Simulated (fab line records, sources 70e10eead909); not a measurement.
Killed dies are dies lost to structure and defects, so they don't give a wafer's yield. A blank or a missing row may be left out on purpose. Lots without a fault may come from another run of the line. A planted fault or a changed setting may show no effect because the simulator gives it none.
A struck lot beside a sound one | flow nand_harc | 14 steps out of a route of 1302
Sound: wafers L495.3, L495.5, L495.6. Struck: wafers L500.2, L500.4, L500.5. The cause comes at the end.
At each step with rows: each side's tool, then ch and its chambers, then its first start. Under that, the readings that differ: sound wafers | struck wafers | difference of the means | sigmas: that difference in standard deviations of wafers without a fault.
alike: readings whose means differ by less than 2 such deviations, and words and numbers that are the same on both sides. not compared: withheld readings, readings that some wafer has no value for, bounds like >300 that may hide the same value, and numbers for which the record gives no deviation and whose values overlap.
The two part at a step that has a row with sigmas, a row that says differs or no value, or rows on one side only. Numbers that don't overlap but have no deviation are shown without sigmas and don't part them. A reading that every wafer of one side lacks parts them only if that side has two wafers or more.

NHARC_A_ZERO_WELL_INSPECT_17:
  sound on defect_inspect-01, day 8 20:12; struck on defect_inspect-01, day 11 03:54
  alike: raw_defect_count
then, 3 steps without rows for these wafers: NHARC_A_SOURCE_PLATE_PRECLEAN_00 (cleans in HF-LAST, time 60 s); NHARC_A_SOURCE_PLATE_SRD_01; NHARC_A_SOURCE_PLATE_OXIDE_02 (material SiO2, target thk 10 nm, ox time 1362 s).
NHARC_A_SOURCE_PLATE_THK_MEAS_09: measures by ellipsometry.
  sound on film_metro-02, day 9 03:32; struck on film_metro-02, day 11 14:56
  alike: thk_nm
then, 3 steps without rows for these wafers: NHARC_A_SOURCE_PLATE_PVD_04 (deposits WSi2, target thk 50 nm); NHARC_A_SOURCE_PLATE_CVD_03 (deposits poly-Si, target thk 200 nm, time 4000 s); NHARC_A_SOURCE_PLATE_ANNEAL_05 (time 1800 s).
NHARC_A_SOURCE_PLATE_THK_MEAS_06: measures by ellipsometry.
  sound on film_metro-01, day 9 16:00; struck on film_metro-01, day 12 03:51
  alike: thk_nm
NHARC_A_SOURCE_PLATE_INSPECT_08:
  sound on defect_inspect-01, day 9 16:06; struck on defect_inspect-01, day 12 03:56
  alike: raw_defect_count
NHARC_A_ONON_D1_DEP_00: target thk 1000 nm.
  sound on pecvd_onon-01 ch 0, day 9 16:17; struck on pecvd_onon-01 ch 0, day 12 04:05
NHARC_A_ONON_D1_THK_MEAS_02: measures by ellipsometry.
  sound on film_metro-02, day 9 16:41; struck on film_metro-02, day 12 04:32
  reading     | sound       | struck         | difference | sigmas
  thk_nm (nm) | 998 996 996 | 1521 1521 1522 | +525       | +64
then, 1 step without rows for these wafers: NHARC_A_ONON_D1_DEP_03 (target thk 1000 nm).
-- the record jumps here: 16 days lie between the struck wafers' starts before and after (it left off in module A_ONON_D1 and takes up again in module END, whose first step shown is number 1302 of the route) --
NHARC_END_SORT_01:
  the record has rows for the struck wafers here (prober-01 ch 0, day 28 06:44) and none for the sound ones

WHERE THEY PART
First at NHARC_A_ONON_D1_THK_MEAS_02; last, within this record, at NHARC_END_SORT_01.

WHY: what the simulator had put in
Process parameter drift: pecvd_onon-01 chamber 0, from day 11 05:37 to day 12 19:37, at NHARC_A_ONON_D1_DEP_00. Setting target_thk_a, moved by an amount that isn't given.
